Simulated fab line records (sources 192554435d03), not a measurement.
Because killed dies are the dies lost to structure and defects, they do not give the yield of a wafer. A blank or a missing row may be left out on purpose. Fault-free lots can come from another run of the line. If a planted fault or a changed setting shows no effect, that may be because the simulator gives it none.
Chamber matching / flow n5 finfet / 4 sister chambers for N5_BEOL_M9_ETCH_66 on rie diel-06
The step etches SOC in N2/H2, target depth 80 nm, overetch 16 nm, time 120 s. 7 wafers are shown with their chamber, then 7 later ones without.

EACH WAFER AND ITS CHAMBER
wafer=L074.2; chamber=0; showerhead plenum p Torr (Torr)=2.42; oes product au (a.u.)=0.57
wafer=L076.4; chamber=1; showerhead plenum p Torr (Torr)=2.70; oes product au (a.u.)=0.66
wafer=L081.1; chamber=0; showerhead plenum p Torr (Torr)=2.41; oes product au (a.u.)=0.56
wafer=L081.2; chamber=3; showerhead plenum p Torr (Torr)=2.63; oes product au (a.u.)=0.56
wafer=L081.3; chamber=1; showerhead plenum p Torr (Torr)=2.69; oes product au (a.u.)=0.64
wafer=L085.2; chamber=2; showerhead plenum p Torr (Torr)=2.49; oes product au (a.u.)=0.68
wafer=L085.3; chamber=3; showerhead plenum p Torr (Torr)=2.63; oes product au (a.u.)=0.56

WAFERS WITHOUT THEIR CHAMBER
wafer=L085.6; showerhead plenum p Torr (Torr)=2.41; oes product au (a.u.)=0.54
wafer=L096.1; showerhead plenum p Torr (Torr)=2.62; oes product au (a.u.)=0.55
wafer=L096.2; showerhead plenum p Torr (Torr)=2.68; oes product au (a.u.)=0.62
wafer=L096.3; showerhead plenum p Torr (Torr)=2.49; oes product au (a.u.)=0.65
wafer=L097.1; showerhead plenum p Torr (Torr)=2.48; oes product au (a.u.)=0.65
wafer=L097.4; showerhead plenum p Torr (Torr)=2.68; oes product au (a.u.)=0.62
wafer=L097.5; showerhead plenum p Torr (Torr)=2.68; oes product au (a.u.)=0.62

WHICH CHAMBER EACH ONE RAN IN
wafer=L085.6; from the rows above=0; in truth=0
wafer=L096.1; from the rows above=3; in truth=3
wafer=L096.2; from the rows above=1; in truth=1
wafer=L096.3; from the rows above=2; in truth=2
wafer=L097.1; from the rows above=2; in truth=2
wafer=L097.4; from the rows above=1; in truth=1
wafer=L097.5; from the rows above=1; in truth=1
Correctly placed: 7 of 7. Not placeable from these rows: 0. Number placed wrongly: 0.
How it was worked out, from the rows above alone: a wafer's distance from a chamber is the root of the sum, over the readings, of the square of ((its reading less the chamber's mean) divided by the reading's scatter). If the next closest chamber is less than 2 further off than the closest, the wafer can't be placed; otherwise it belongs to the closest. Each chamber's mean is taken over the wafers shown for it. How the scatter is found: for the shown wafers, subtract from each reading the mean of its chamber, square and add these, divide the total by (wafers less chambers), then take the root.
